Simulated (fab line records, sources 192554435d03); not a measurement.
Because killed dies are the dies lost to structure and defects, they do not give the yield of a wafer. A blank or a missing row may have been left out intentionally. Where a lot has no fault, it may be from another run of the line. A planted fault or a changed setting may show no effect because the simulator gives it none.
Lot-split experiment | flow n5Finfet | 21 wafers read across 7 lots, on a route 1938 steps long

== ABOUT THE SPLIT ==
At N5_BEOL_M0_SAQP_COAT_08 (resist thk 90 nm), the setting spinRpm was moved away from the recipe's 1500 rpm on 6 of the 21 wafers read, by -3.5% to +9.2%. This setting was run at the recipe's value on the other wafers.

== FROM THE SPLIT TO THE READING: what the file shows between them, 2 steps ==
- N5_BEOL_M0_SAQP_EXPOSE_11: exposes mask M0 CORE, target cd 42 nm (also split here: doseMj)
- N5_BEOL_M0_SAQP_PEB_12: peb time 60 s

== THE READING ==
CAR-ArF_of_BEOL_M0_SAQP_COAT_08.thkNm (the simulator's own value, which no gauge read), in nm, at N5_BEOL_M0_SAQP_DEVELOP_13 (develop time 30 s). No usual value for it is given in the file. The 15 wafers here that ran the recipe average 88.3 nm, standard deviation 0.22 nm.

wafer  | tool, chamber at the split | spinRpm as run, rpm | against the recipe | CAR-ArF_of_BEOL_M0_SAQP_COAT_08.thkNm, nm | against lot-mates on the recipe
L079.2 | lithoTrack-05, 0           | 1500                | recipe             | 88.2                                      | -
L079.6 | lithoTrack-05, 0           | 1500                | recipe             | 88.2                                      | -
L079.5 | lithoTrack-05, 0           | 1500                | recipe             | 88                                        | -
L080.1 | lithoTrack-05, 0           | 1500                | recipe             | 88.8                                      | -
L080.2 | lithoTrack-05, 0           | 1638                | +9.2%              | 84.2                                      | -4.3
L080.3 | lithoTrack-05, 0           | 1500                | recipe             | 88.2                                      | -
L082.4 | lithoTrack-05, 0           | 1500                | recipe             | 88.6                                      | -
L082.5 | lithoTrack-05, 0           | 1633                | +8.9%              | 84.4                                      | -4.0
L082.6 | lithoTrack-05, 0           | 1500                | recipe             | 88.2                                      | -
L088.1 | lithoTrack-05, 0           | 1500                | recipe             | 88.2                                      | -
L088.2 | lithoTrack-05, 0           | 1500                | recipe             | 88.4                                      | -
L088.5 | lithoTrack-05, 0           | 1500                | recipe             | 88.4                                      | -
L090.1 | lithoTrack-03, 0           | 1500                | recipe             | 88                                        | -
L090.3 | lithoTrack-03, 0           | 1500                | recipe             | 88.2                                      | -
L090.4 | lithoTrack-03, 0           | 1626                | +8.4%              | 84.6                                      | -3.5
L094.2 | lithoTrack-01, 0           | 1454                | -3.1%              | 89.6                                      | +1.4
L094.3 | lithoTrack-01, 0           | 1500                | recipe             | 88                                        | -
L094.4 | lithoTrack-01, 0           | 1500                | recipe             | 88.4                                      | -
L097.1 | lithoTrack-03, 0           | 1447                | -3.5%              | 89.8                                      | +1.4
L097.4 | lithoTrack-03, 0           | 1447                | -3.5%              | 89.8                                      | +1.4
L097.2 | lithoTrack-03, 0           | 1500                | recipe             | 88.4                                      | -

THE FIT
A straight line over all 21 wafers: CAR-ArF_of_BEOL_M0_SAQP_COAT_08.thkNm changes by -0.438 nm for each +1% of spinRpm; r = -0.99; the points scatter about the line by 0.19 nm.
The same after taking each lot's own level away (the mean of its wafers on the recipe; 21 wafers): -0.441 nm for each +1%; r = -0.99; scatter 0.17 nm.
That fit puts the effect of the largest move of spinRpm on the reading at 4.1 nm.
Across the lots, their own levels run from 88.10 to 88.50 nm, a range of 1.8 times the standard deviation given above.
The two slopes are in agreement: the lot-to-lot level therefore moves the slope only a little.
Check: with one of the wafers moved furthest among these (+9.2%) left out of the fit, the line predicts -3.97 nm for it against its lot-mates. It came out at -4.3 nm against them.

== THESE WAFERS: OTHER SPLITS ==
These wafers also went through other splits before the reading. Each is held against what the fit with the lots' levels taken away leaves over:
other split on the same wafers      | wafers away from the commonest value | r with CAR-ArF_of_BEOL_M0_SAQP_COAT_08.thkNm (lot level and that fit taken away)
N5_MOL_CONTACT_COAG_COAT_76 spinRpm | 9                                    | +0.03
N5_BEOL_M0_SAQP_EXPOSE_11 doseMj    | 5                                    | -0.05

== THE WHOLE CHAIN: every reading that the file lists as answering this split, in the file's order ==
step                       | what it does      | reading                                                                                | change (the file's fit)               | r (the file's)
N5_BEOL_M0_SAQP_COAT_08    | resist thk 90 nm  | CAR-ArF_of_BEOL_M0_SAQP_COAT_08.thkNm (the simulator's own value, which no gauge read) | -0.444 nm for each +1% of the setting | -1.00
N5_BEOL_M0_SAQP_DEVELOP_13 | develop time 30 s | CAR-ArF_of_BEOL_M0_SAQP_COAT_08.thkNm (the simulator's own value, which no gauge read) | -0.445 nm for each +1% of the setting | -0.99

== THE FILE'S OWN FIT ==
CAR-ArF_of_BEOL_M0_SAQP_COAT_08.thkNm changes by -0.445 nm for each +1% of spinRpm, r = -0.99.
